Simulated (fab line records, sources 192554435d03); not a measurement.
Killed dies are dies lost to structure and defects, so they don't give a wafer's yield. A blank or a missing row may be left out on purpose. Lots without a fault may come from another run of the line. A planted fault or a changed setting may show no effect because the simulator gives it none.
Chamber matching | flow n5_finfet | N5_BEOL_M8_ETCH_72 on rie_diel-02: 4 sister chambers
The step etches underlayer in N2/H2, target depth 6.5 nm, time 5.2 s. 18 wafers are shown with their chamber, then 9 later ones without.

WAFERS WITH THEIR CHAMBER
wafer  | chamber | showerhead_plenum_p_Torr (Torr) | throttle_valve_pct (%) | drypump_motor_current_A (A)
L075.2 | 0       | 2.53                            | 18.07                  | 5.4
L075.4 | 1       | 2.48                            | 17.93                  | 5.1
L075.6 | 0       | 2.53                            | 18.06                  | 5.4
L082.1 | 1       | 2.47                            | 17.93                  | 5.0
L082.3 | 2       | 2.48                            | 18.20                  | 5.1
L082.5 | 1       | 2.47                            | 17.94                  | 5.1
L080.2 | 1       | 2.47                            | 17.96                  | 5.1
L080.5 | 0       | 2.53                            | 18.11                  | 5.4
L080.6 | 3       | 2.64                            | 17.87                  | 5.4
L085.1 | 0       | 2.53                            | 18.08                  | 5.4
L085.2 | 1       | 2.47                            | 17.95                  | 5.0
L085.6 | 1       | 2.47                            | 17.92                  | 5.0
L083.1 | 2       | 2.48                            | 18.20                  | 5.2
L083.3 | 3       | 2.64                            | 17.86                  | 5.4
L083.4 | 0       | 2.52                            | 18.09                  | 5.4
L087.3 | 2       | 2.48                            | 18.19                  | 5.1
L087.4 | 1       | 2.47                            | 17.97                  | 5.1
L087.5 | 2       | 2.48                            | 18.19                  | 5.1

SIGNATURES (means of the wafers above)
reading                  | chamber 0 | chamber 1 | chamber 2 | chamber 3 | scatter within a chamber
showerhead_plenum_p_Torr | 2.5280    | 2.4714    | 2.4800    | 2.6400    | 0.00344
throttle_valve_pct       | 18.0820   | 17.9429   | 18.1950   | 17.8650   | 0.016
drypump_motor_current_A  | 5.400     | 5.057     | 5.125     | 5.400     | 0.042
Rule: a wafer's distance from a chamber is the root of the sum, over the readings, of the square of ((its reading less the chamber's mean) divided by the reading's scatter). The wafer belongs to the nearest chamber; if the next one is less than 2 further off, it can't be placed. The scatter: the root of (the sum of the squares of (reading less its chamber's mean) over the shown wafers, divided by (wafers less chambers)).

WAFERS WITHOUT THEIR CHAMBER
wafer  | showerhead_plenum_p_Torr (Torr) | throttle_valve_pct (%) | drypump_motor_current_A (A)
L089.2 | 2.52                            | 18.14                  | 5.4
L089.3 | 2.48                            | 18.22                  | 5.1
L089.5 | 2.48                            | 18.18                  | 5.1
L090.3 | 2.47                            | 17.95                  | 5.1
L090.4 | 2.63                            | 17.88                  | 5.4
L090.5 | 2.63                            | 17.91                  | 5.4
L092.1 | 2.47                            | 18.22                  | 5.2
L092.2 | 2.52                            | 18.13                  | 5.4
L092.3 | 2.63                            | 17.90                  | 5.4

WHICH CHAMBER EACH WENT THROUGH
wafer  | from the rows above | in truth
L089.2 | 0                   | 0
L089.3 | 2                   | 2
L089.5 | 2                   | 2
L090.3 | 1                   | 1
L090.4 | 3                   | 3
L090.5 | 3                   | 3
L092.1 | 2                   | 2
L092.2 | 0                   | 0
L092.3 | 3                   | 3
Placed correctly: 9 of 9. Can't be placed from these rows: 0. Placed wrongly: 0.
